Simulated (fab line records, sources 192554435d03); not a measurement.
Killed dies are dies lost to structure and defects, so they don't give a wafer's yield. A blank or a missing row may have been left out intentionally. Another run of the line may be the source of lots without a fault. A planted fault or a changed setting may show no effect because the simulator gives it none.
fab line records    flow n5Finfet    part 1 of 2: steps 1 to 31 of 39
record: lots: 5  wafers: 15  lastDay: 18
route steps=1938 shown STI_FIN_REVEAL@204 DUMMY_GATE@212
lots that met no fault: from a run of the same line without faults
startH: hours from the record's first day to the start of the lot's first wafer shown    waitH: hours from the lot's prior step to this one    " repeats the value in the row above    L1.1+2: a single row standing in for several wafers    - no value, or no start given    * or withheld: withheld    < > ~ a bound
route shown NAME@n: a module of which the file shows steps, and the number in the route of the first    usual: mean and standard deviation over wafers with no fault    same: alike in all rows    chamber/n: place in a boat    sites: per-site readings    _std_site: their standard deviation    _edge_site: mean of outer sites minus mean of inner sites    radiusMm: how far each site lies from the wafer's centre    mask NAME#n: copy n    behind: the most recent tool/chamber to have shaped the wafer    hold: cause of the lot's hold/its duration in hours/its outcome    device: which transistor (n, p or np) failed to switch    end of line: at the end of the route, the tests of the same wafers    for a step that has no rows: nothing shown but its recipe    killed: not the wafer's yield, but the dies lost to structure and defects at the first sort    map: the dies of a wafer, with x for killed, . for not killed, _ for no die there
set.NAME: the setting that was run; set.NAME@STEP: the one run at that earlier step    model.NAME: the simulator's own value behind a step, which no gauge read
lots at some steps of the route; a table a step, a row a wafer
services: a tool's chamber out of use, with start hour (startH, from the record's first day; less than 0 if before it), hours out, and reason
== steps ==
step: N5_STI_FIN_REVEAL_OXIDATION_33
recipe: chemistry: O2_PLASMA_REMOTE  tempC: 150  timeS: 20  pressureMtorr: 1000  sourcePowerW: 2000  o2FlowSccm: 3000
usual: drypumpMotorCurrentA: 5.87/0.15  heaterPowerW: 150/22
lot.wafer  tool            chamber  startH  waitH  drypumpMotorCurrentA  heaterPowerW  rfHoursCounterH
L074.1     plasmaAsher-02  0        36.27   0.0    5.64                  135           80
L074.2     "               1        "       "      5.97                  171           80
L074.3     "               1        "       "      5.96                  172           -
L075.1     plasmaAsher-02  0        43.89   0.0    5.64                  136           81
L075.2     "               1        "       "      5.96                  171           81
L075.6     "               1        "       "      5.95                  165           -
L081.1     plasmaAsher-01  1        81.02   0.0    5.95                  123           37
L081.4     "               0        "       "      6.01                  173           -
L081.5     "               0        "       "      6.00                  172           -
L094.1     plasmaAsher-02  0        158.52  0.0    5.60                  132           103
L094.2     "               1        "       "      5.95                  172           103
L094.5     "               0        "       "      5.63                  132           -
L096.3     plasmaAsher-02  0        168.97  0.0    5.64                  134           -
L096.5     "               1        "       "      5.95                  174           -
L096.6     "               0        "       "      5.65                  132           -
step: N5_STI_FIN_REVEAL_CLEAN_19
recipe: chemistry: O3/DIW  tempC: 25  timeS: 120  o3Ppm: 10
lot.wafer   tool         chamber  startH  waitH
L074.1+2+3  wetBench-04  6,7,4    36.36   0.1
L075.1+2+6  wetBench-01  2,5,4    43.98   0.1
L081.1+4+5  wetBench-01  0,4,7    81.10   0.1
L094.1+2+5  wetBench-04  4,3,2    158.61  0.1
L096.3+5+6  wetBench-06  2,5,6    169.04  0.0
step: N5_STI_FIN_REVEAL_SRD_23
recipe: dry: ipaMarangoni  timeS: 30  tempC: 23  rinseLiquid: diw
lot.wafer   tool         chamber  startH  waitH
L074.1+2+3  wetBench-04  6,7,4    36.39   0.0
L075.1+2+6  wetBench-01  2,5,4    44.05   0.0
L081.1+4+5  wetBench-01  0,4,7    81.14   0.0
L094.1+2+5  wetBench-04  4,3,2    158.65  0.0
L096.3+5+6  wetBench-06  2,5,6    169.08  0.0
step: N5_STI_FIN_REVEAL_CD_MEAS_22
recipe: targetCdNm: 6.238  pitchNm: 28  polarity: line
usual: cdNm: 6.3/0.3
lot.wafer  tool      chamber  startH  waitH  cdNm
L074.1     cdSem-01  -        36.43   0.0    6.6
L074.2     "         -        "       "      6.9
L074.3     "         -        "       "      6.4
L075.1     cdSem-02  -        44.11   0.0    7.1
L075.2     "         -        "       "      5.9
L075.6     "         -        "       "      6.1
L081.1     cdSem-02  -        81.18   0.0    6.3
L081.4     "         -        "       "      6.1
L081.5     "         -        "       "      6.4
L094.1     cdSem-02  -        158.69  0.0    5.8
L094.2     "         -        "       "      6.1
L094.5     "         -        "       "      6.4
L096.3     cdSem-01  -        169.12  0.0    6.1
L096.5     "         -        "       "      6.3
L096.6     "         -        "       "      6.2
step: N5_STI_FIN_REVEAL_FIN_H_MEAS_10
usual: trenchDepthNm: 51.9/0.8
lot.wafer  tool    chamber  startH  waitH  trenchDepthNm
L074.1     ocd-01  -        36.46   0.0    51.5
L074.2     "       -        "       "      51.8
L074.3     "       -        "       "      51.9
L075.1     ocd-02  -        44.14   0.0    53.2
L075.2     "       -        "       "      51.5
L075.6     "       -        "       "      51.2
L081.1     ocd-02  -        81.21   0.0    52.6
L081.4     "       -        "       "      53.4
L081.5     "       -        "       "      52.8
L094.1     ocd-02  -        158.72  0.0    51.6
L094.2     "       -        "       "      53.3
L094.5     "       -        "       "      52.1
L096.3     ocd-02  -        169.15  0.0    51.0
L096.5     "       -        "       "      51.4
L096.6     "       -        "       "      51.1
step: N5_STI_FIN_REVEAL_PRECLEAN_18
recipe: chemistry: SC2  timeS: 45  tempC: 35  mix: 1:1:50
lot.wafer   tool         chamber  startH  waitH
L074.1+2+3  wetBench-01  6,1,3    36.50   0.0
L075.1+2+6  wetBench-04  2,7,6    44.17   0.0
L081.1+4+5  wetBench-06  5,6,4    81.24   0.0
L094.1+2+5  wetBench-04  0,3,1    158.75  0.0
L096.3+5+6  wetBench-01  0,5,4    169.18  0.0
step: N5_STI_FIN_REVEAL_SRD_28
recipe: dry: ipaMarangoni  timeS: 30  tempC: 23  rinseLiquid: diw
lot.wafer   tool         chamber  startH  waitH
L074.1+2+3  wetBench-01  6,1,3    36.53   0.0
L075.1+2+6  wetBench-04  2,7,6    44.19   0.0
L081.1+4+5  wetBench-06  5,6,4    81.26   0.0
L094.1+2+5  wetBench-04  0,3,1    158.77  0.0
L096.3+5+6  wetBench-01  0,5,4    169.20  0.0
step: N5_STI_FIN_REVEAL_INSPECT_13
recipe: inspectInstrument: darkfield  mode: postClean
usual: rawDefectCount: 13/6.4
lot.wafer  tool              chamber  startH  waitH  rawDefectCount
L074.1     defectInspect-02  -        36.59   0.0    14
L074.2     "                 -        "       "      20
L074.3     "                 -        "       "      30
L075.1     defectInspect-02  -        44.23   0.0    7
L075.2     "                 -        "       "      5
L075.6     "                 -        "       "      9
L081.1     defectInspect-02  -        81.30   0.0    6
L081.4     "                 -        "       "      9
L081.5     "                 -        "       "      7
L094.1     defectInspect-02  -        158.81  0.0    6
L094.2     "                 -        "       "      7
L094.5     "                 -        "       "      9
L096.3     defectInspect-02  -        169.24  0.0    14
L096.5     "                 -        "       "      4
L096.6     "                 -        "       "      29
step: N5_DUMMY_GATE_PRECLEAN_00
recipe: chemistry: O3/DIW  timeS: 60  tempC: 22  o3Ppm: 10
lot.wafer   tool         chamber  startH  waitH
L074.1+2+3  wetBench-03  2,4,1    36.61   0.0
L075.1+2+6  wetBench-03  2,0,7    44.25   0.0
L081.1+4+5  wetBench-02  7,3,2    81.33   0.0
L094.1+2+5  wetBench-05  0,3,6    158.83  0.0
L096.3+5+6  wetBench-05  0,3,2    169.26  0.0
step: N5_DUMMY_GATE_SRD_01
recipe: timeS: 30  tempC: 23  rinseLiquid: diw  dry: ipaMarangoni
lot.wafer   tool         chamber  startH  waitH
L074.1+2+3  wetBench-03  2,4,1    36.63   0.0
L075.1+2+6  wetBench-03  2,0,7    44.27   0.0
L081.1+4+5  wetBench-02  7,3,2    81.35   0.0
L094.1+2+5  wetBench-05  0,3,6    158.85  0.0
L096.3+5+6  wetBench-05  0,3,2    169.28  0.0
step: N5_DUMMY_GATE_ALD_02
recipe: material: SiO2  targetThkA: 20  tempC: 300  aldPrecursorFamily: BDEAS  aldCoReactant: O2-plasma  pulseTimeS: 1  pressureTorr: 2
usual: heaterPowerW: 469/49  precursorPulseHeightRel: 1.000/0.019
lot.wafer  tool       chamber  startH  waitH  heaterPowerW  precursorPulseHeightRel  sinceWetCleanH
L074.1     aldSin-03  2        36.68   0.0    554           1.015                    134
L074.2     "          0        "       "      462           1.011                    134
L074.3     "          3        "       "      480           0.994                    134
L075.1     aldSin-01  0        44.66   0.4    505           0.983                    234
L075.2     "          1        "       "      528           0.981                    234
L075.6     "          0        "       "      494           0.986                    -
L081.1     aldSin-01  3        81.39   0.0    441           0.992                    271
L081.4     "          2        "       "      384           1.007                    271
L081.5     "          3        "       "      441           0.964                    -
L094.1     aldSin-01  2        158.90  0.0    387           0.991                    348
L094.2     "          0        "       "      513           1.002                    348
L094.5     "          2        "       "      387           1.008                    -
L096.3     aldSin-02  1        169.33  0.0    425           0.998                    70
L096.5     "          2        "       "      451           0.975                    -
L096.6     "          3        "       "      467           0.986                    -
step: N5_DUMMY_GATE_CVD_03
recipe: material: a-Si  targetThkA: 1500  tempC: 530  precursor: SiH4  timeS: 8042
lot.wafer   tool      chamber           startH  waitH
L074.1+2+3  lpcvd-01  0/40,0/45,0/50    36.78   0.1
L075.1+2+6  lpcvd-01  1/15,1/20,1/39    44.77   0.1
L081.1+4+5  lpcvd-01  0/90,0/104,0/109  81.50   0.1
L094.1+2+5  lpcvd-01  1/90,1/95,1/109   159.00  0.1
L096.3+5+6  lpcvd-01  1/25,1/34,1/39    169.44  0.1
step: N5_DUMMY_GATE_PRECLEAN_46
recipe: chemistry: DIW  timeS: 89.5  tempC: 23
lot.wafer   tool         chamber  startH  waitH
L074.1+2+3  wetBench-05  2,1,5    40.46   0.0
L075.1+2+6  wetBench-03  2,5,1    48.45   0.0
L081.1+4+5  wetBench-05  4,5,0    85.19   0.0
L094.1+2+5  wetBench-02  0,4,3    162.68  0.0
L096.3+5+6  wetBench-02  5,2,3    173.11  0.0
step: N5_DUMMY_GATE_SRD_47
recipe: dryTimeS: 32  dry: n2Spin  spinRpm: 1500
lot.wafer   tool         chamber  startH  waitH
L074.1+2+3  wetBench-05  2,1,5    40.49   0.0
L075.1+2+6  wetBench-03  2,5,1    48.47   0.0
L081.1+4+5  wetBench-05  4,5,0    85.22   0.0
L094.1+2+5  wetBench-02  0,4,3    162.71  0.0
L096.3+5+6  wetBench-02  5,2,3    173.14  0.0
step: N5_DUMMY_GATE_CMP_04
recipe: material: a-Si  postCmpClean: alkalineBrush
usual: motorCurrentA: 10.1/0.99  timeToEndpointS: 13.7/2.9
lot.wafer  tool    chamber  startH  waitH  motorCurrentA  timeToEndpointS
L074.3     cmp-01  3        40.52   0.0    11.3           13.2
L074.2     "       0        "       "      9.2            10.3
L074.1     "       1        "       "      10.8           13.6
L075.2     cmp-03  1        48.54   0.1    10.4           14.7
L075.1     "       2        "       "      9.3            14.6
L075.6     "       0        "       "      9.4            16.6
L081.4     cmp-03  1        85.25   0.0    10.6           15.3
L081.1     "       3        "       "      9.9            16.6
L081.5     "       1        "       "      9.6            16.4
L094.1     cmp-01  1        162.75  0.0    10.9           13.5
L094.2     "       3        "       "      10.8           15.0
L094.5     "       1        "       "      10.9           14.0
L096.3     cmp-01  1        173.17  0.0    10.5           12.3
L096.6     "       1        "       "      10.5           13.8
L096.5     "       2        "       "      9.5            13.8
step: N5_DUMMY_GATE_THK_MEAS_05
usual: thkNm: 72.1/1.2
lot.wafer  tool          chamber  startH  waitH  thkNm
L074.1     filmMetro-01  -        40.76   0.1    72.7
L074.2     "             -        "       "      71.5
L074.3     "             -        "       "      72.4
L075.1     filmMetro-02  -        48.75   0.1    71.4
L075.2     "             -        "       "      71.6
L075.6     "             -        "       "      73.4
L081.1     filmMetro-01  -        85.49   0.1    71.2
L081.4     "             -        "       "      70.8
L081.5     "             -        "       "      71.9
L094.1     filmMetro-01  -        162.99  0.2    71.5
L094.2     "             -        "       "      72.6
L094.5     "             -        "       "      71.7
L096.3     filmMetro-01  -        173.41  0.2    72.2
L096.5     "             -        "       "      72.6
L096.6     "             -        "       "      71.6
step: N5_DUMMY_GATE_HM_DEP_06
recipe: material: SiNx  targetThkA: 800  precursor: DCS/NH3  tempC: 700  pressureMtorr: 300  timeS: 5141
lot.wafer   tool      chamber            startH  waitH
L074.1+2+3  lpcvd-02  1/40,1/45,1/50     40.79   0.0
L075.1+2+6  lpcvd-02  1/65,1/70,1/89     48.77   0.0
L081.1+4+5  lpcvd-01  1/65,1/79,1/84     85.52   0.0
L094.1+2+5  lpcvd-02  0/65,0/70,0/84     163.02  0.0
L096.3+5+6  lpcvd-02  1/100,1/109,1/114  173.44  0.0
step: N5_DUMMY_GATE_PECVD_30
recipe: material: SiO2  targetThkA: 550  tempC: 400  precursor: TEOS/O2  pressureTorr: 6.5  rfW: withheld  teosFlowSccm: withheld  gas: O2  flowSccm: 2650  timeS: 10.8
lot.wafer  tool      chamber  startH  waitH  sinceWetCleanH
L074.1     pecvd-01  0        44.74   0.0    1111
L074.2     "         2        "       "      357
L074.3     "         1        "       "      1836
L075.1     pecvd-04  1        52.73   0.0    1482
L075.2     "         2        "       "      3
L075.6     "         1        "       "      -
L081.1     pecvd-04  1        89.46   0.0    1518
L081.4     "         0        "       "      -
L081.5     "         2        "       "      -
L094.1     pecvd-04  2        166.96  0.0    117
L094.2     "         0        "       "      871
L094.5     "         0        "       "      -
L096.3     pecvd-01  1        177.40  0.1    -
L096.5     "         0        "       "      -
L096.6     "         1        "       "      -
step: N5_DUMMY_GATE_COAT_34
recipe: resist: SOC  tempC: 250  timeS: 60  spinRpm: 1500  resistThkNm: 60
lot.wafer   tool           chamber  startH  waitH
L074.1+2+3  lithoTrack-04  0        44.80   0.0
L075.1+2+6  lithoTrack-02  0        52.79   0.0
L081.1+4+5  lithoTrack-04  0        89.52   0.0
L094.1+2+5  lithoTrack-04  0        167.03  0.1
L096.3+5+6  lithoTrack-04  0        177.46  0.0
step: N5_DUMMY_GATE_COAT_35
recipe: resist: SiARC  tempC: 220  timeS: 60  spinRpm: 1500  resistThkNm: 10
lot.wafer   tool           chamber  startH  waitH
L074.1+2+3  lithoTrack-04  0        -       -
L075.1+2+6  lithoTrack-02  0        -       -
L081.1+4+5  lithoTrack-04  0        -       -
L094.1+2+5  lithoTrack-04  0        -       -
L096.3+5+6  lithoTrack-04  0        -       -
step: N5_DUMMY_GATE_COAT_28
recipe: resist: underlayer  tempC: 205  timeS: 60  spinRpm: 1500  resistThkNm: 10
lot.wafer   tool           chamber  startH  waitH
L074.1+2+3  lithoTrack-04  0        -       -
L075.1+2+6  lithoTrack-02  0        -       -
L081.1+4+5  lithoTrack-04  0        -       -
L094.1+2+5  lithoTrack-04  0        -       -
L096.3+5+6  lithoTrack-04  0        -       -
step: N5_DUMMY_GATE_COAT_09
recipe: resist: CAR-EUV  spinRpm: 1500  resistThkNm: 30
lot.wafer   tool           chamber  startH  waitH
L074.1+2+3  lithoTrack-04  0        -       -
L075.1+2+6  lithoTrack-02  0        -       -
L081.1+4+5  lithoTrack-04  0        -       -
L094.1+2+5  lithoTrack-04  0        -       -
L096.3+5+6  lithoTrack-04  0        -       -
step: N5_DUMMY_GATE_EBR_11
recipe: solvent: PGMEA  ebrWidthMm: 1.5
lot.wafer   tool           chamber  startH  waitH
L074.1+2+3  lithoTrack-04  0        -       -
L075.1+2+6  lithoTrack-02  0        -       -
L081.1+4+5  lithoTrack-04  0        -       -
L094.1+2+5  lithoTrack-04  0        -       -
L096.3+5+6  lithoTrack-04  0        -       -
step: N5_DUMMY_GATE_SOFTBAKE_10
recipe: tempC: 110  timeS: 60  resist: CAR-EUV
lot.wafer   tool           chamber  startH  waitH
L074.1+2+3  lithoTrack-04  0        -       -
L075.1+2+6  lithoTrack-02  0        -       -
L081.1+4+5  lithoTrack-04  0        -       -
L094.1+2+5  lithoTrack-04  0        -       -
L096.3+5+6  lithoTrack-04  0        -       -
step: N5_DUMMY_GATE_EXPOSE_12
recipe: maskId: GATE  na: 0.33  sourceShape: annular  sigmaInner: 0.2  sigmaOuter: 0.6  polarization: unpolarized  targetCdNm: 25  doseMj: 34
usual: exposureDoseMJCm2: 34.6/0.34
lot.wafer  tool           chamber  startH  waitH  mask    exposureDoseMJCm2
L074.1     euvScanner-02  0        44.94   -      GATE#0  34.8
L074.2     "              0        "       "      GATE#0  34.8
L074.3     "              0        "       "      GATE#0  34.8
L075.1     euvScanner-02  0        52.92   -      GATE#0  34.8
L075.2     "              0        "       "      GATE#0  34.8
L075.6     "              0        "       "      GATE#0  34.8
L081.1     euvScanner-02  0        89.68   -      GATE#0  34.7
L081.4     "              0        "       "      GATE#0  34.7
L081.5     "              0        "       "      GATE#0  34.7
L094.1     euvScanner-01  0        167.29  -      GATE#0  33.9
L094.2     "              0        "       "      GATE#0  33.9
L094.5     "              0        "       "      GATE#0  34.0
L096.3     euvScanner-02  0        177.60  -      GATE#0  34.8
L096.5     "              0        "       "      GATE#0  34.8
L096.6     "              0        "       "      GATE#0  34.8
step: N5_DUMMY_GATE_PEB_13
recipe: pebTempC: 100  pebTimeS: 60  resist: CAR-EUV
lot.wafer   tool           chamber  startH  waitH
L074.1+2+3  lithoTrack-04  0        45.00   0.1
L075.1+2+6  lithoTrack-02  0        52.98   0.1
L081.1+4+5  lithoTrack-02  0        89.73   0.1
L094.1+2+5  lithoTrack-04  0        167.35  0.1
L096.3+5+6  lithoTrack-04  0        177.65  0.0
step: N5_DUMMY_GATE_DEVELOP_14
recipe: developTimeS: 30  developer: TMAH  resist: CAR-EUV  rinseLiquid: surfactantRinse  dry: airSpin  devTempC: 23
lot.wafer   tool           chamber  startH  waitH
L074.1+2+3  lithoTrack-04  0        -       -
L075.1+2+6  lithoTrack-02  0        -       -
L081.1+4+5  lithoTrack-02  0        -       -
L094.1+2+5  lithoTrack-04  0        -       -
L096.3+5+6  lithoTrack-04  0        -       -
step: N5_DUMMY_GATE_CD_MEAS_15
recipe: targetCdNm: 25.8  landingEnergyEv: 500  detector: seInlens
usual: cdNm: 25.02/0.25
lot.wafer  tool      chamber  startH  waitH  cdNm
L074.1     cdSem-03  0        45.07   -      24.93
L074.2     "         0        "       "      24.61
L074.3     "         0        "       "      24.96
L075.1     cdSem-01  0        53.05   -      24.69
L075.2     "         0        "       "      25.41
L075.6     "         0        "       "      25.27
L081.1     cdSem-01  0        89.80   -      25.25
L081.4     "         0        "       "      24.88
L081.5     "         0        "       "      25.39
L094.1     cdSem-01  0        167.42  -      25.02
L094.2     "         0        "       "      24.87
L094.5     "         0        "       "      25.31
L096.3     cdSem-01  0        177.73  -      25.02
L096.5     "         0        "       "      24.74
L096.6     "         0        "       "      25.20
step: N5_DUMMY_GATE_OVL_MEAS_16
recipe: pointsPerWafer: 522
usual: GATE_OVL: -0.4/0.72
same: pointsPerWafer: 522
lot.wafer  tool        chamber  startH  waitH  GATE_OVL[nm]
L074.1     overlay-01  0        45.11   0.0    0.0
L074.2     "           0        "       "      -0.4
L074.3     "           0        "       "      0.2
L075.1     overlay-02  0        53.09   0.0    -1.1
L075.2     "           0        "       "      -1.1
L075.6     "           0        "       "      -0.2
L081.1     overlay-01  0        89.84   0.0    -1.0
L081.4     "           0        "       "      -0.5
L081.5     "           0        "       "      -1.5
L094.1     overlay-02  0        167.46  0.0    -0.7
L094.2     "           0        "       "      -2.0
L094.5     "           0        "       "      -0.3
L096.3     overlay-02  0        177.77  0.0    0.8
L096.5     "           0        "       "      -1.2
L096.6     "           0        "       "      -0.4
step: N5_DUMMY_GATE_INSPECT_17
recipe: mode: adi  inspectInstrument: brightfield
usual: rawDefectCount: 186/52
lot.wafer  tool              chamber  startH  waitH  rawDefectCount
L074.1     defectInspect-01  -        45.16   0.1    363
L074.2     "                 -        "       "      227
L074.3     "                 -        "       "      218
L075.1     defectInspect-01  -        53.15   0.1    193
L075.2     "                 -        "       "      185
L075.6     "                 -        "       "      145
L081.1     defectInspect-01  -        89.90   0.1    172
L081.4     "                 -        "       "      190
L081.5     "                 -        "       "      202
L094.1     defectInspect-02  -        167.52  0.1    174
L094.2     "                 -        "       "      209
L094.5     "                 -        "       "      159
L096.3     defectInspect-02  -        177.82  0.0    182
L096.5     "                 -        "       "      124
L096.6     "                 -        "       "      131
step: N5_DUMMY_GATE_DESCUM_20
recipe: chemistry: O2  timeS: 6.2  sourcePowerW: 50  biasPowerW: 20  pressureMtorr: 20  rfFrequencyHz: 2.712e+07  tempC: 40  resist: CAR-EUV  o2FlowSccm: 225
usual: drypumpMotorCurrentA: 5.7/0.55  oesProductAu: 0.75/0.064  rfVppV: 243.5/1.4  showerheadPlenumPTorr: 2.11/0.073  throttleValvePct: 20.29/0.26
lot.wafer  tool        chamber  startH  waitH  drypumpMotorCurrentA  oesProductAu  rfHoursCounterH  rfVppV  showerheadPlenumPTorr  throttleValvePct
L074.1     rieDiel-04  2        45.28   0.1    4.9                   0.76          166              244.4   2.18                   20.34
L074.2     "           0        "       "      5.3                   0.79          108              245.3   2.18                   20.26
L074.3     "           3        "       "      5.9                   0.72          191              242.6   1.99                   20.37
L075.1     rieDiel-02  0        53.31   0.2    6.4                   0.71          226              244.2   2.17                   20.49
L075.2     "           1        "       "      5.1                   0.72          187              245.6   2.16                   20.12
L075.6     "           0        "       "      6.4                   0.71          -                244.5   2.17                   20.50
L081.1     rieDiel-04  0        90.22   0.3    5.4                   0.78          123              245.5   2.17                   20.28
L081.4     "           3        "       "      5.9                   0.71          205              241.2   1.99                   20.41
L081.5     "           1        "       "      6.2                   0.73          -                244.6   2.16                   19.91
L094.1     rieDiel-06  3        167.56  0.0    5.2                   0.72          168              242.3   2.01                   20.50
L094.2     "           0        "       "      5.9                   0.74          193              244.2   2.19                   20.78
L094.5     "           3        "       "      5.2                   0.72          -                242.6   2.01                   20.50
L096.3     rieDiel-04  3        177.85  0.0    5.9                   0.68          233              240.4   1.98                   20.46
L096.5     "           1        "       "      6.2                   0.72          -                244.5   2.15                   19.97
L096.6     "           2        "       "      4.9                   0.72          -                243.8   2.17                   20.40
